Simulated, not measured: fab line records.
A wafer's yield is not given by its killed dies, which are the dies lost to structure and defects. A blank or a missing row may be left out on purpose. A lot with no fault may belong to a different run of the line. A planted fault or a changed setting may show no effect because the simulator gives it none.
fab line records	flow nand-harc
record: lots: 13	wafers: 37	last-day: 24
route steps=1159 shown A_CONTACT@865 END@1159
lots that met no fault: from a run of the same line without faults
start-h: the number of hours between the record's first day and the start of the first shown wafer of the lot	wait-h: hours from the lot's prior step to this one	" identical to the entry in the row above	L1.1+2: a single row standing in for several wafers	- no value, or no start given	* or withheld: withheld	< > ~ a bound
route shown NAME@n: NAME is a module with steps in the file, n the number in the route of the first one	usual: the fault-free wafers' mean and standard deviation	same: alike in all rows	chamber/n: place in a boat	sites: the reading at each site	_std_site: how widely they spread, as a standard deviation	_edge_site: mean of outer sites minus mean of inner sites	radius-mm: for every site, how far away it sits from the centre of the wafer	mask NAME#n: copy n	behind: tool/chamber where the wafer was last shaped	hold: what put the lot on hold/how long, in hours/how the hold closed	device: the n, p or np transistor that did not switch	end of line: the route-end tests of the same wafers	a step with no rows: only its recipe	killed: not the wafer's yield, but the dies lost to structure and defects at the first sort	map: a wafer's dies, marking killed ones x, the rest . and places with no die _
set.NAME: setting as actually run; set.NAME@STEP: the setting as run at that earlier step	model.NAME: the simulator's own value behind a step, which no gauge read
a sample of lots followed through the steps of the route, with each step as a table and each wafer as a row
services: when a tool's chamber went out of use (start-h, in hours from the record's first day, below 0 if earlier), for how many hours, and the reason
== steps ==
step: NHARC_A_CONTACT_ETCH_114
recipe: source-w: withheld	pressure-mtorr: 20	bias-v: 3000	time-s: 94	target-depth-a: 9220	ar-flow-sccm: withheld	c4f8-flow-sccm: withheld	o2-flow-sccm: withheld	chemistry: C4F8/O2/Ar
usual: run-length-s: 94/0
lot.wafer	tool	chamber	start-h	wait-h	rf-hours-counter-h	run-length-s
L197.4	har-cap-etch-02	0	369.78	0.1	-	94
L197.3	"	1	"	"	-	94
L197.6	"	0	"	"	-	94
L199.2	har-cap-etch-03	0	384.31	0.1	84	94
L199.3	"	1	"	"	-	94
L199.6	"	1	"	"	-	94
L200.1	har-cap-etch-01	1	386.21	0.1	56	94
L200.4	"	0	"	"	-	94
L200.6	"	0	"	"	-	94
L203.2	har-cap-etch-01	1	417.52	0.1	60	94
L203.3	"	0	"	"	-	94
L203.5	"	0	"	"	-	94
L204.1	har-cap-etch-02	0	417.99	0.1	15	94
L204.2	"	1	"	"	15	94
L204.5	"	0	"	"	-	94
L205.2	har-cap-etch-03	1	423.29	0.1	88	94
L205.1	"	0	"	"	88	94
L205.4	"	0	"	"	-	94
L206.1	har-cap-etch-01	0	425.04	0.1	62	94
L206.4	"	0	"	"	-	94
L206.5	"	0	"	"	-	94
L202.3	har-cap-etch-01	0	428.01	0.1	-	94
L202.4	"	1	"	"	-	94
L202.6	"	1	"	"	-	94
L207.4	har-cap-etch-02	0	430.05	0.1	-	94
L207.3	"	1	"	"	-	94
L207.6	"	1	"	"	-	94
L211.3	har-cap-etch-02	1	469.27	0.1	-	94
L211.6	"	0	"	"	-	94
L215.2	har-cap-etch-01	0	486.36	0.1	74	94
L215.3	"	1	"	"	-	94
L215.6	"	1	"	"	-	94
L216.1	har-cap-etch-02	1	492.60	0.1	29	94
L216.6	"	1	"	"	-	94
L218.2	har-cap-etch-02	0	505.48	0.1	32	94
L218.3	"	1	"	"	-	94
L218.4	"	0	"	"	-	94
step: NHARC_A_CONTACT_ETCH_121
recipe: source-w: withheld	pressure-mtorr: 20	bias-v: 3000	time-s: 94	target-depth-a: 9220	ar-flow-sccm: withheld	c4f8-flow-sccm: withheld	o2-flow-sccm: withheld	chemistry: C4F8/O2/Ar
usual: run-length-s: 94/0
lot.wafer	tool	chamber	start-h	wait-h	rf-hours-counter-h	run-length-s
L197.4	har-cap-etch-02	0	370.42	0.1	-	94
L197.3	"	1	"	"	-	94
L197.6	"	0	"	"	-	94
L199.2	har-cap-etch-03	0	384.95	0.1	84	94
L199.3	"	1	"	"	-	94
L199.6	"	1	"	"	-	94
L200.1	har-cap-etch-01	1	386.85	0.1	57	94
L200.4	"	0	"	"	-	94
L200.6	"	0	"	"	-	94
L203.2	har-cap-etch-01	1	418.16	0.1	61	94
L203.3	"	0	"	"	-	94
L203.5	"	0	"	"	-	94
L204.1	har-cap-etch-02	0	418.62	0.1	16	94
L204.2	"	1	"	"	16	94
L204.5	"	0	"	"	-	94
L205.2	har-cap-etch-03	1	423.93	0.1	89	94
L205.1	"	0	"	"	89	94
L205.4	"	0	"	"	-	94
L206.1	har-cap-etch-01	0	425.67	0.1	62	94
L206.4	"	0	"	"	-	94
L206.5	"	0	"	"	-	94
L202.3	har-cap-etch-01	0	428.64	0.1	-	94
L202.4	"	1	"	"	-	94
L202.6	"	1	"	"	-	94
L207.4	har-cap-etch-02	0	430.69	0.1	-	94
L207.3	"	1	"	"	-	94
L207.6	"	1	"	"	-	94
L211.3	har-cap-etch-02	1	469.91	0.1	-	94
L211.6	"	0	"	"	-	94
L215.2	har-cap-etch-01	0	486.99	0.1	75	94
L215.3	"	1	"	"	-	94
L215.6	"	1	"	"	-	94
L216.1	har-cap-etch-02	1	493.24	0.1	30	94
L216.6	"	1	"	"	-	94
L218.2	har-cap-etch-02	0	506.11	0.1	32	94
L218.3	"	1	"	"	-	94
L218.4	"	0	"	"	-	94
step: NHARC_A_CONTACT_ETCH_122
recipe: source-w: withheld	pressure-mtorr: 20	bias-v: 3000	time-s: 95	target-depth-a: 9300	ar-flow-sccm: withheld	c4f8-flow-sccm: withheld	o2-flow-sccm: withheld	chemistry: C4F8/O2/Ar
usual: run-length-s: 95/0
lot.wafer	tool	chamber	start-h	wait-h	rf-hours-counter-h	run-length-s
L197.4	har-cap-etch-02	0	370.51	0.1	-	95
L197.3	"	1	"	"	-	95
L197.6	"	0	"	"	-	95
L199.2	har-cap-etch-03	0	385.04	0.1	84	95
L199.3	"	1	"	"	-	95
L199.6	"	1	"	"	-	95
L200.1	har-cap-etch-01	1	386.94	0.1	57	95
L200.4	"	0	"	"	-	95
L200.6	"	0	"	"	-	95
L203.2	har-cap-etch-01	1	418.25	0.1	61	95
L203.3	"	0	"	"	-	95
L203.5	"	0	"	"	-	95
L204.1	har-cap-etch-02	0	418.71	0.1	16	95
L204.2	"	1	"	"	16	95
L204.5	"	0	"	"	-	95
L205.2	har-cap-etch-03	1	424.02	0.1	89	95
L205.1	"	0	"	"	89	95
L205.4	"	0	"	"	-	95
L206.1	har-cap-etch-01	0	425.76	0.1	62	95
L206.4	"	0	"	"	-	95
L206.5	"	0	"	"	-	95
L202.3	har-cap-etch-01	0	428.73	0.1	-	95
L202.4	"	1	"	"	-	95
L202.6	"	1	"	"	-	95
L207.4	har-cap-etch-02	0	430.78	0.1	-	95
L207.3	"	1	"	"	-	95
L207.6	"	1	"	"	-	95
L211.3	har-cap-etch-02	1	470.00	0.1	-	95
L211.6	"	0	"	"	-	95
L215.2	har-cap-etch-01	0	487.08	0.1	75	95
L215.3	"	1	"	"	-	95
L215.6	"	1	"	"	-	95
L216.1	har-cap-etch-02	1	493.33	0.1	30	95
L216.6	"	1	"	"	-	95
L218.2	har-cap-etch-02	0	506.21	0.1	32	95
L218.3	"	1	"	"	-	95
L218.4	"	0	"	"	-	95
step: NHARC_A_CONTACT_ETCH_90
recipe: target-depth-a: 400	over-etch-frac: 0.5	time-s: 85.7	ion-energy-ev: 120	ch3f-flow-sccm: 50	o2-flow-sccm: 30	ar-flow-sccm: 200	rf-w: 500	bias-w: 100	chemistry: CH3F/O2
usual: drypump-motor-current-A: 5.5/0.33	oes-product-au: 0.96/0.037	rf-vpp-V: 243.5/1.9	run-length-s: 107.2/0.43	showerhead-plenum-p-Torr: 2.40/0.12	throttle-valve-pct: 20.662/0.0088
lot.wafer	tool	chamber	start-h	wait-h	drypump-motor-current-A	oes-product-au	rf-hours-counter-h	rf-vpp-V	run-length-s	showerhead-plenum-p-Torr	throttle-valve-pct
L197.3	rie-diel-09	2	371.19	0.4	6.4	0.92	43	244.4	106.1	2.52	20.673
L197.4	"	0	"	"	5.4	0.93	35	244.8	107.6	2.65	20.654
L197.6	"	1	"	"	5.0	0.92	-	243.0	106.9	2.34	20.661
L199.2	rie-diel-11	1	385.73	0.5	5.6	0.95	2	242.6	106.7	2.28	20.667
L199.3	"	2	"	"	5.9	0.95	3	241.7	107.2	2.30	20.668
L199.6	"	1	"	"	5.6	0.94	-	242.1	106.9	2.28	20.664
L200.1	rie-diel-11	2	387.67	0.5	5.9	0.99	3	241.8	107.4	2.30	20.667
L200.6	"	0	"	"	5.2	0.99	-	246.3	108.1	2.54	20.668
L200.4	"	1	"	"	5.7	1.01	-	241.8	106.7	2.28	20.666
L203.2	rie-diel-11	2	418.95	0.5	5.9	0.99	6	242.9	107.1	2.30	20.661
L203.3	"	3	"	"	5.2	1.00	4	243.4	107.5	2.28	20.661
L203.5	"	1	"	"	5.6	1.00	-	243.5	106.9	2.28	20.646
L204.2	rie-diel-10	3	419.40	0.5	5.4	1.02	19	245.4	107.1	2.49	20.676
L204.1	"	1	"	"	5.4	1.01	23	245.0	107.1	2.54	20.631
L204.5	"	0	"	"	5.4	1.01	-	243.8	107.4	2.47	20.660
L205.4	rie-diel-10	0	424.70	0.4	5.4	1.02	23	245.1	107.8	2.47	20.669
L205.1	"	1	"	"	5.4	1.01	25	245.4	107.2	2.54	20.651
L205.2	"	2	"	"	5.8	1.01	23	241.8	107.8	2.28	20.667
L206.4	rie-diel-11	0	426.45	0.4	5.2	0.96	7	244.5	107.5	2.53	20.664
L206.1	"	2	"	"	5.8	0.97	7	240.9	107.6	2.30	20.650
L206.5	"	1	"	"	5.7	0.96	-	241.1	106.4	2.28	20.668
L202.4	rie-diel-11	1	429.43	0.4	5.7	1.01	7	241.4	106.9	2.28	20.673
L202.3	"	2	"	"	5.9	0.99	7	242.0	107.3	2.30	20.646
L202.6	"	3	"	"	5.2	0.99	-	241.3	107.3	2.28	20.670
L207.3	rie-diel-10	3	431.47	0.4	5.4	1.01	23	243.6	107.1	2.48	20.678
L207.4	"	0	"	"	5.4	1.01	26	243.6	107.4	2.47	20.656
L207.6	"	1	"	"	5.4	1.01	-	245.2	107.0	2.54	20.671
L211.3	rie-diel-11	2	470.65	0.4	5.8	0.92	18	244.5	73.8	2.29	20.665
L211.6	"	2	"	"	5.9	0.92	-	241.3	107.3	2.29	20.654
L215.2	rie-diel-11	0	487.76	0.5	5.2	0.93	20	245.9	107.6	2.53	20.665
L215.3	"	3	"	"	5.2	0.92	20	241.2	73.8	2.28	20.675
L215.6	"	0	"	"	5.2	0.92	-	244.5	107.9	2.53	20.654
L216.1	rie-diel-11	2	494.06	0.6	5.9	1.00	23	242.5	73.9	2.29	20.675
L216.6	"	0	"	"	5.2	1.00	-	246.3	107.5	2.53	20.653
L218.2	rie-diel-09	0	506.89	0.5	5.4	0.92	24	246.5	106.7	2.63	20.669
L218.4	"	2	"	"	6.4	0.93	20	245.8	106.8	2.50	20.658
L218.3	"	3	"	"	5.3	0.93	22	245.3	107.2	2.46	20.654
step: NHARC_END_SORT_01
recipe: temp-c: 25
usual: killed-at-array: 25/9.5	killed-at-other: 0.8/1.2	killed-at-periphery: 3.4/2.2	killed-dies: 29/10	killed-open: 3.3/1.8	killed-short: 2.1/1.4
same: gross-dies: 677
lot.wafer	tool	chamber	start-h	wait-h	killed-at-array	killed-at-other	killed-at-periphery	killed-dies	killed-open	killed-short
L216.1	prober-01	0	561.25	2.5	37	0	4	41	1	1
killed by level:class
L216.1 A_SLIT:chamber-film-flake=17 A_CHANNEL_HOLE_D1:chamber-film-flake=5 A_BLC:chamber-film-flake=5 P_GATE:chamber-film-flake=4 A_ZERO_WELL:chamber-film-flake=4 A_CONTACT:chamber-film-flake=2 A_WL_FILL:geometric-particle:short=1 A_M0:geometric-particle:open=1
== services ==
tool	chamber	start-h	hours	kind
rie-diel-10	-	353.62	9.0	pm
rie-diel-11	-	366.50	9.0	pm
rie-diel-11	0	366.50	9.0	vent-cycle
rie-diel-11	1	366.50	9.0	vent-cycle
rie-diel-11	2	366.50	9.0	vent-cycle
rie-diel-11	3	366.50	9.0	vent-cycle
rie-diel-11	0	375.50	-	clean
rie-diel-11	1	375.50	-	clean
rie-diel-11	2	375.50	-	clean
rie-diel-11	3	375.50	-	clean
rie-diel-11	3	384.36	7.9	repair
rie-diel-11	0	400.00	-	clean
rie-diel-11	1	400.00	-	clean
rie-diel-11	2	400.00	-	clean
rie-diel-11	3	400.00	-	clean
har-cap-etch-02	-	403.29	0.7	repair
har-cap-etch-02	-	409.52	0.7	repair
rie-diel-10	-	424.08	0.6	repair
rie-diel-11	0	424.57	-	clean
rie-diel-11	1	424.57	-	clean
rie-diel-09	-	431.17	9.0	pm
rie-diel-09	2	454.39	10.1	repair
rie-diel-10	3	470.73	5.4	repair
rie-diel-09	1	500.51	1.6	repair
== key ==
first-sign: step: NHARC_A_CONTACT_ETCH_90	reading: run-length-s	direction: down	sigmas: 78	usual: *	struck: *
effect none on later readings
met-at NHARC_A_CONTACT_ETCH_90
struck-lots L211,L215,L216
struck-wafers L211.3,L215.3,L216.1
tester-left-out L211,L215,L216
not-acting-at NHARC_A_CONTACT_ETCH_114,NHARC_A_CONTACT_ETCH_121,NHARC_A_CONTACT_ETCH_122
onset-between 429.43 470.65
fault: kind: process-parameter-drift	tool: rie-diel-11	chamber: -	onset-h: 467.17	steps: NHARC_A_CONTACT_ETCH_90	channel: time-s	offset: *	shape: step	end-h: 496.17	scope: struck-wafers-only	acts-in: *	stated: *
tester-left-out: of these lots the tester's yield and bins aren't shown, on N5 and GAA mostly nor the transistor test; their killed dies are dies lost to structure and defects alone, not to doping, threshold or leakage, so they don't give the yield
